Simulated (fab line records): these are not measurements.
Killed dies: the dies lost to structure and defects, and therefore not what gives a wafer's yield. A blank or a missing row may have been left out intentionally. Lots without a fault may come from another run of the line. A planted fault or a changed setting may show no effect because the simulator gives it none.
Chamber matching -- flow nandHarc -- NHARC_A_CONTACT_DEP_29 on pecvd-02 has 3 sister chambers
The step deposits SiON, target thk 70 nm. 3 wafers are shown with their chamber, then 10 later ones without.

== EACH WAFER AND ITS CHAMBER ==
wafer,chamber,showerheadVppV (V)
L081.6,2,1183
L085.1,1,1191
L085.2,0,1073

== WAFERS WITH NO CHAMBER GIVEN ==
wafer,showerheadVppV (V)
L085.3,1189
L086.1,1071
L086.3,1199
L086.6,1072
L097.2,1186
L097.4,1087
L097.6,1184
L096.2,1196
L096.3,1190
L096.6,1186

== WHICH CHAMBER EACH ONE RAN IN ==
wafer,from the rows above,in truth
L085.3,can't be placed: 1 or 2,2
L086.1,0,0
L086.3,can't be placed: 1 or 2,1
L086.6,0,0
L097.2,can't be placed: 2 or 1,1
L097.4,0,0
L097.6,can't be placed: 2 or 1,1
L096.2,can't be placed: 1 or 2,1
L096.3,can't be placed: 1 or 2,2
L096.6,can't be placed: 2 or 1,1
Correct placement for 3 of the 10. Unplaceable from these rows: 7, with the true chamber sitting among the candidates in 7. Wrongly placed: 0.
How it was worked out, from the rows above alone: a wafer's distance from a chamber is the root of the sum, over the readings, of the square of ((its reading less the chamber's mean) divided by the reading's scatter). The wafer belongs to the nearest chamber; if the next one is less than 2 further off, it can't be placed. For every chamber, the mean is computed from those of its wafers that are shown. The scatter (one wafer shown for each chamber): square how far every hidden wafer sits from the nearest shown wafer, average those squares and take the square root.
